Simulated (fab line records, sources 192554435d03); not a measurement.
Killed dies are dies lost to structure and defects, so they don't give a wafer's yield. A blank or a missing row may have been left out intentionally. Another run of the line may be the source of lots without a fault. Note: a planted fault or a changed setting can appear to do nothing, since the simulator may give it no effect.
A struck lot beside a sound one | flow n5-finfet | 19 out of 1938 route steps
Sound: wafers L226.1, L226.4, L226.5. The struck wafers were L239.1, L239.3, L239.4. The cause comes at the end.
Per side, at each step with rows, come the tool, then ch with its chambers, and then its first start. Under that, the readings that differ: sound wafers | struck wafers | difference of the means | sigmas: that difference in standard deviations of wafers without a fault.
alike: same words and numbers on both sides, and readings whose means sit less than 2 such deviations apart. not compared: any withheld reading, any reading some wafer has no value for, any bound like >300 that may hide the same value, and any number with overlapping values for which the record gives no deviation.
A row with sigmas, a row that says differs or no value, or rows on one side alone: a step with any of these is where the two part. Numbers that have no deviation but don't overlap get no sigmas and don't part them. A reading that every wafer of one side lacks parts them only if that side has two wafers or more.

first, 8 steps without rows for these wafers: N5_BEOL_M10_CMP_52 (polishes, stops on SiCOH lowk, t overpolish 7 s, target thk 140 nm); N5_BEOL_M10_PRE_CLEAN_55 (time 15 s); N5_BEOL_M10_DEP_56 (deposits SiCN from 3MS/NH3, target thk 15 nm, time 26.5 s); N5_BEOL_M11_ILD_DEP_00 (deposits SiCOH lowk from DEMS/porogen, target thk 308.51 nm, time 58 s); N5_BEOL_M11_CURE_71 (cures SiCOH lowk, time 240 s); N5_BEOL_M11_PECVD_70 (deposits SiO2 from TEOS/O2, target thk 20 nm, time 22.7 s); N5_BEOL_M11_HM_DEP_02 (deposits TiN, target thk 20 nm); N5_BEOL_M11_COAT_59 (time 60 s, resist thk 100 nm).
N5_BEOL_M11_COAT_60: time 60 s, resist thk 30 nm.
  sound on litho-track-05 ch 0, day 13 11:31; struck on litho-track-05 ch 0, day 17 09:51
  reading                                     | sound                | struck               | difference | sigmas
  spin-speed-rpm (rpm)                        | 1499.2 1499.2 1498.9 | 1557.1 1555.9 1555.9 | +57.2      | +71
  model.SiARC_of_BEOL_M11_COAT_60.thk-nm (nm) | 30 30 30.2           | 29.6 29.6 29.4       | -0.5       |
then, 7 steps without rows for these wafers: N5_BEOL_M11_COAT_05 (resist thk 90 nm); N5_BEOL_M11_EBR_07; N5_BEOL_M11_SOFTBAKE_06 (time 60 s); N5_BEOL_M11_EXPOSE_08 (exposes mask M11); N5_BEOL_M11_PEB_09 (peb time 60 s); N5_BEOL_M11_DEVELOP_10 (develop time 30 s); N5_BEOL_M11_DESCUM_16 (chemistry O2, time 7.9 s).
N5_BEOL_M11_ETCH_61: etches SiARC in CF4, target depth 39 nm, time 65 s.
  sound on rie-diel-06 ch 0,1, day 13 12:12; struck on rie-diel-06 ch 0,1,2, day 17 10:13
  reading                  | sound            | struck           | difference | sigmas
  model.etch.depth-nm (nm) | 30.09 30.09 30.1 | 29.6 29.57 29.48 | -0.5       |
  alike: drypump-motor-current-A, etch-rf-on-time-s, oes-product-au, rf-vpp-V, showerhead-plenum-p-Torr, throttle-valve-pct
  not compared: rf-hours-counter-h, model.CAR-ArF_of_BEOL_M11_COAT_05.thk-nm
N5_BEOL_M11_ETCH_62: etches SOC in N2/H2, target depth 110 nm, overetch 22 nm, time 165 s.
  sound on rie-diel-06 ch 0,1, day 13 12:15; struck on rie-diel-06 ch 0,1,2, day 17 10:16
  alike: drypump-motor-current-A, oes-product-au, rf-vpp-V, showerhead-plenum-p-Torr, temp-c, throttle-valve-pct
  not compared: rf-hours-counter-h, model.SiARC_of_BEOL_M11_COAT_60.thk-nm
then, 1 step without rows for these wafers: N5_BEOL_M11_STRIP_68 (strips in N2/H2).

## WHERE THEY PART
At N5_BEOL_M11_COAT_60 and nowhere else, as far as this record goes. Later steps at which nothing parts them and some readings are alike: N5_BEOL_M11_ETCH_61, N5_BEOL_M11_ETCH_62.

WHY: whatever the simulator had introduced
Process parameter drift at N5_BEOL_M11_COAT_60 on litho-track-05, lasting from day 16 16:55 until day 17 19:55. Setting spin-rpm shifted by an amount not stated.
